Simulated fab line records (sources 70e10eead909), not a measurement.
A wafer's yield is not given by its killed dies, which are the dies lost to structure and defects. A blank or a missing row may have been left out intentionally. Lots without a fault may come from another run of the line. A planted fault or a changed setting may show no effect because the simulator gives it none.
Matching of chambers / flow nand harc / 4 sister chambers for NHARC_A_BONDPAD_CMP_19 on cmp-04
The step polishes, t overpolish 30 s, cu recess touch 16 s, target thk 169.82 nm. 8 wafers are shown with their chamber, then 9 later ones without.

== WAFERS, EACH WITH ITS CHAMBER ==
wafer=L275.2; chamber=3; motor current A (A)=12.2; overpolish run s (s)=29.995
wafer=L274.1; chamber=0; motor current A (A)=11.3; overpolish run s (s)=30.015
wafer=L274.2; chamber=3; motor current A (A)=12.2; overpolish run s (s)=29.987
wafer=L277.1; chamber=2; motor current A (A)=11.2; overpolish run s (s)=29.999
wafer=L277.2; chamber=0; motor current A (A)=11.3; overpolish run s (s)=30.007
wafer=L281.1; chamber=2; motor current A (A)=11.3; overpolish run s (s)=29.994
wafer=L281.3; chamber=1; motor current A (A)=12.9; overpolish run s (s)=30.006
wafer=L281.5; chamber=1; motor current A (A)=12.6; overpolish run s (s)=29.997

== WAFERS WITH NO CHAMBER GIVEN ==
wafer=L282.1; motor current A (A)=10.9; overpolish run s (s)=30.003
wafer=L282.4; motor current A (A)=11.5; overpolish run s (s)=30.007
wafer=L282.6; motor current A (A)=10.7; overpolish run s (s)=29.993
wafer=L284.3; motor current A (A)=12.4; overpolish run s (s)=30.006
wafer=L284.4; motor current A (A)=12.4; overpolish run s (s)=29.998
wafer=L284.6; motor current A (A)=12.9; overpolish run s (s)=30.008
wafer=L285.1; motor current A (A)=11.3; overpolish run s (s)=29.995
wafer=L285.4; motor current A (A)=12.6; overpolish run s (s)=30.018
wafer=L285.5; motor current A (A)=13.1; overpolish run s (s)=29.982

== CHAMBER TAKEN BY EACH ==
wafer=L282.1; from the rows above=can't be placed: 2 or 0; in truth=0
wafer=L282.4; from the rows above=can't be placed: 0 or 2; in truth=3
wafer=L282.6; from the rows above=can't be placed: 2 or 0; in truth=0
wafer=L284.3; from the rows above=can't be placed: 1 or 3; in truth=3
wafer=L284.4; from the rows above=can't be placed: 3 or 1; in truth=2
wafer=L284.6; from the rows above=1; in truth=1
wafer=L285.1; from the rows above=2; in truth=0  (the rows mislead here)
wafer=L285.4; from the rows above=1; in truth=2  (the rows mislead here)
wafer=L285.5; from the rows above=1; in truth=1
Correctly placed: 2 of 9. Can't be placed from these rows: 5 (the true chamber is among the candidates in 3). 2 placed wrongly.
How it was worked out, from the rows above alone: a wafer's distance from a chamber is the root of the sum, over the readings, of the square of ((its reading less the chamber's mean) divided by the reading's scatter). If the next closest chamber is less than 2 further off than the closest, the wafer can't be placed; otherwise it belongs to the closest. For every chamber, the mean is computed from those of its wafers that are shown. The scatter: take each reading less its chamber's mean, square it, sum over the shown wafers, divide by the number of wafers less the number of chambers, and take the root.
